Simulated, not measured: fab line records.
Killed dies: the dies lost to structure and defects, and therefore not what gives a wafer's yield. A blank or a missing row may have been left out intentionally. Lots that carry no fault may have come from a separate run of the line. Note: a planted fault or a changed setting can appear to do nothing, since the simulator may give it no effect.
Problem report, 8D (eight disciplines) form, completed by code :: flow nand-harc :: the parts of the form that need people (team, actions taken, sign-off) are left out

1. WHAT WENT WRONG
Wafers without a fault read 1002 nm, standard deviation 7.1; thk-nm at NHARC_A_ONON_D1_THK_MEAS_24 reads a mean of 652 nm on 2 wafers belonging to 2 lots. Relative to the usual mean, that is a shift of -49 standard deviations.
The step: measures by ellipsometry.
Earliest sighting: wafer L868.5 on film-metro-02 at day 15 18:25. The record has a number at this step for 40 wafers belonging to 14 lots. The rule behind "out" and "out of limits": a value lying over 4 standard deviations away from the usual mean. All remaining wafers that have a number are taken as sound.

2. WHAT THIS IS AND IS NOT
question: which readings at this step
is: thk-nm
is not: -

question: which lots
is: L868, L871
is not: L850, L851, L852, L853, L855, L857, L858, L859, L860, L861, L862, L873

question: which wafers of those lots
is: L868.5, L871.6
is not: L868.1, L871.1

question: read on which gauges
is: film-metro-01, film-metro-02
is not: -

question: when
is: from day 15 18:25
is not: up to then (34 sound wafers); but 4 sound wafers of L871, L873 came after

3. WHAT RULES OUT EACH SUSPECT
Counting: a tool at a process step up to the reading stays a suspect if it ran every lot that is out. Sound lots after the first of them don't rule it out here, since some wafers of a struck lot are sound.
- ruled out: the gauge at NHARC_A_ONON_D1_THK_MEAS_24. 2 gauges (film-metro-01, film-metro-02) read the wafers that are out.
- cmp-02 at NHARC_P_BONDPAD_CMP_19 (polishes, t overpolish 30 s, cu recess touch 16 s, target thk 160.81 nm): kept. It ran every lot that is out, first L868 (day 14 04:32); its last sound lot up to then is L862 (day 11 21:17).
- pecvd-onon-01 at NHARC_A_ONON_D1_DEP_22 (target thk 1000 nm): kept. It ran every lot that is out, first L868 (day 15 17:55); its last sound lot up to then is L859 (day 11 19:49).
Left after counting: cmp-02 at NHARC_P_BONDPAD_CMP_19, pecvd-onon-01 at NHARC_A_ONON_D1_DEP_22.

4. THE CAUSE (what the simulator had put in)
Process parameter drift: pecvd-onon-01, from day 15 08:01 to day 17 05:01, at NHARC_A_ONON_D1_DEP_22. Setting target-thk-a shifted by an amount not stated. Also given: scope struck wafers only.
After counting, 2 suspects remain, this tool included.

5. SEQUENCE OF EFFECTS, ordered by route
Each row: a reading whose mean over the struck wafers that have a number lies more than 3 standard deviations from the usual. Readings are gone through only where the record gives a usual standard deviation; hours: the median, over the lots, of the time from a lot's start at the first step in this table giving one to that lot's start at this step; sigmas: the change measured in usual standard deviations.
hours: 0
step: NHARC_A_ONON_D1_THK_MEAS_24
reading: thk-nm
usual: 1002 nm
on struck wafers: 652
change: -350
sigmas: -49

hours: 391
step: NHARC_END_SORT_01
reading: killed-at-array
usual: 56
on struck wafers: 672
change: +616
sigmas: +34

hours: 391
step: NHARC_END_SORT_01
reading: killed-dies
usual: 61
on struck wafers: 677
change: +616
sigmas: +32

6. WHAT WOULD HAVE CAUGHT IT SOONER
10 hours passed between the start of the fault at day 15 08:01 and the first reading out of limits at a measuring or inspecting step in this record, taken at day 15 18:25.
L871, from the lots that are out (2), started NHARC_A_ONON_D1_DEP_22 on pecvd-onon-01 later than day 15 18:25. It would have been spared by a hold on the tool at that moment.
